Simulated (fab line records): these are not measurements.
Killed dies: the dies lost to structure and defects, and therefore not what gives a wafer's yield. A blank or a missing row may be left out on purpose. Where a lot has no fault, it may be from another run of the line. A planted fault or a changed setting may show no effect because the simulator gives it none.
A lot that was struck, set against a sound lot -- flow n5_finfet -- 33 out of 1938 route steps
Sound: wafers L385.1, L385.2, L385.6. Wafers struck: L380.2, L380.3, L380.6. The cause is given at the end.
For every step that has rows: the tool of each side, followed by ch and its chambers, followed by its first start. Under that, the readings that differ: sound wafers -- struck wafers -- difference of the means -- sigmas: that difference in standard deviations of wafers without a fault.
alike: words and numbers the same on both sides, and readings whose means are apart by under 2 such deviations; not compared: readings that were withheld, readings missing a value for some wafer, numbers with overlapping values and no deviation given by the record, and bounds like >300 which may hide the same value.
The two part at a step that has a row with sigmas, a row that says differs or no value, or rows on one side only. Numbers that don't overlap but have no deviation are shown without sigmas and don't part them. A reading that every wafer of one side lacks parts them only if that side has two wafers or more.

first, 10 steps without rows for these wafers: N5_SD_EPI_P_PRECLEAN_51 (cleans in NF3:NH3, afs cycles 1, time 20 s, sublimation time 60 s); N5_SD_EPI_P_VAPOR_ETCH_44 (etches SiGe30 in NF3/Ar, time 3.3 s); N5_SD_EPI_P_EPI_21 (deposits SiGe:B, time 355 s); N5_SD_EPI_P_HM_STRIP_48 (strips SiNx in H3PO4, material SiNx, target depth 3 nm); N5_SD_EPI_P_SRD_49 (time 30 s); N5_SD_EPI_P_PRECLEAN_24 (cleans in O3/DIW, time 45 s); N5_SD_EPI_P_PRECLEAN_32 (cleans in dHF, time 10 s); N5_SD_EPI_P_PRECLEAN_33 (cleans in SC2, time 45 s); N5_SD_EPI_P_SRD_25 (time 30 s); N5_SD_ACTIVATION_RTA_00 (time 0 s).
N5_SD_ACTIVATION_LSA_01: time 0.0008 s.
  sound on laser_anneal-01 ch 0, day 8 23:34; struck on laser_anneal-02 ch 0, day 7 16:34
reading,sound,struck,difference,sigmas
wafer_temp_C_max,1084.9 1087.7 1087.2,1044.5 1043.5 1043.5,-42.8,-27
N5_SD_ACTIVATION_RS_MEAS_03: measurement is done with a four-point probe.
  struck on film_metro-02, day 7 16:46; sound on film_metro-01, day 8 23:46
reading,sound,struck,difference,sigmas
RS_SD_N (ohm/sq),22.18 21.97 22.01,25.83 26.47 25.97,+4.04,+14
  alike: RS_SD_P
then, 19 steps without rows for these wafers: N5_ILD0_LINER_00 (material SiNx, target thk 4 nm, pulse time 1 s, purge time 2 s); N5_ILD0_FCVD_FILL_01 (material SiO2 flowable, target thk 200 nm, time 328.3 s); N5_ILD0_CURE_02 (time 1800 s); N5_ILD0_CMP_03 (polishes, stops on SiNx, t overpolish 1.9 s, target thk 197.38 nm); N5_ILD0_CMP_07 (polishes SiO2 flowable, stops on poly-Si, t overpolish 1.18 s, target thk 138.88 nm); N5_ILD0_PRECLEAN_10 (cleans in NF3:NH3, afs cycles 5, time 20 s, sublimation time 60 s); N5_ILD0_ALD_15 (deposits SiNx, target thk 24 nm, pulse time 1 s, ald cycles 480); N5_ILD0_CMP_12 (polishes SiNx, stops on poly-Si, t overpolish 6 s, target thk 17.67 nm); N5_SDB_HM_DEP_00 (deposits SiNx from SiH4/NH3/N2, target thk 40 nm, time 35.3 s); N5_SDB_COAT_03 (time 60 s, resist thk 100 nm); N5_SDB_COAT_04 (time 60 s, resist thk 18 nm); N5_SDB_COAT_05 (resist thk 90 nm); N5_SDB_EBR_07; N5_SDB_SOFTBAKE_06 (time 60 s); N5_SDB_EXPOSE_08 (exposes mask SDB); N5_SDB_PEB_09 (peb time 60 s); N5_SDB_DEVELOP_10 (develop time 30 s); N5_SDB_DESCUM_16 (chemistry O2, time 7.9 s); N5_SDB_ETCH_17 (etches SiARC in CF4, target depth 23.4 nm, time 39 s).
-- the record jumps here: 5 days lie between the struck wafers' starts before and after (it left off in module SDB and takes up again in module BEOL_M4, whose first step shown is number 1111 of the route) --
N5_BEOL_M4_RC_MEAS_101:
  sound on prober-02 ch 0, day 13 19:26; struck on prober-01 ch 0, day 12 10:02
reading,sound,struck,difference,sigmas
DIBL_N (mV/V),37.5 38.8 36.7,30.7 34.0 33.7,-4.9,-3
DIBL_P (mV/V),38.2 40.8 37.2,31.8 35.2 34.5,-4.9,-2
RC_DENSE_N (ohm.um),19.9 19.9 19.4,22.0 22.4 22.2,+2.5,+6
RC_N (ohm.um),16.2 16.1 16.0,18.0 18.1 18.0,+1.9,+6
RS_SD_N (ohm/sq),28.4 28.3 28.3,33.0 33.2 32.7,+4.6,+13
SS_P (mV/dec),74.4 74.9 73.6,71.4 72.3 73.0,-2.1,-3
  alike: IOFF_N, IOFF_P, ION_N, ION_P, REXT_N, SS_N, VT_N, VT_P
-- the record jumps here: 5 days lie between the struck wafers' starts before and after (it left off in module BEOL_M4 and takes up again in module PASSIVATION, whose first step shown is number 1936 of the route) --
N5_PASSIVATION_PROBE_49:
  struck on prober-02, day 17 01:21; sound on prober-02, day 18 11:50
  alike: defect_limited_yield, killed_at_M0_to_M3, killed_at_M4_up, killed_at_contacts, killed_at_front_end, killed_at_other, killed_dies, killed_open, killed_short, sort_bin_5_function, sort_bin_6_memory, sort_bin_8_speed, sort_n_pass, sort_yield_pct

## WHERE THEY PART
First at N5_SD_ACTIVATION_LSA_01; last, within this record, at N5_BEOL_M4_RC_MEAS_101. Later steps at which nothing parts them and some readings are alike: N5_PASSIVATION_PROBE_49.

WHY: what had been put in by the simulator
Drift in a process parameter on laser_anneal-02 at N5_SD_ACTIVATION_LSA_01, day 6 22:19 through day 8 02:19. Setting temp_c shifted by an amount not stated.
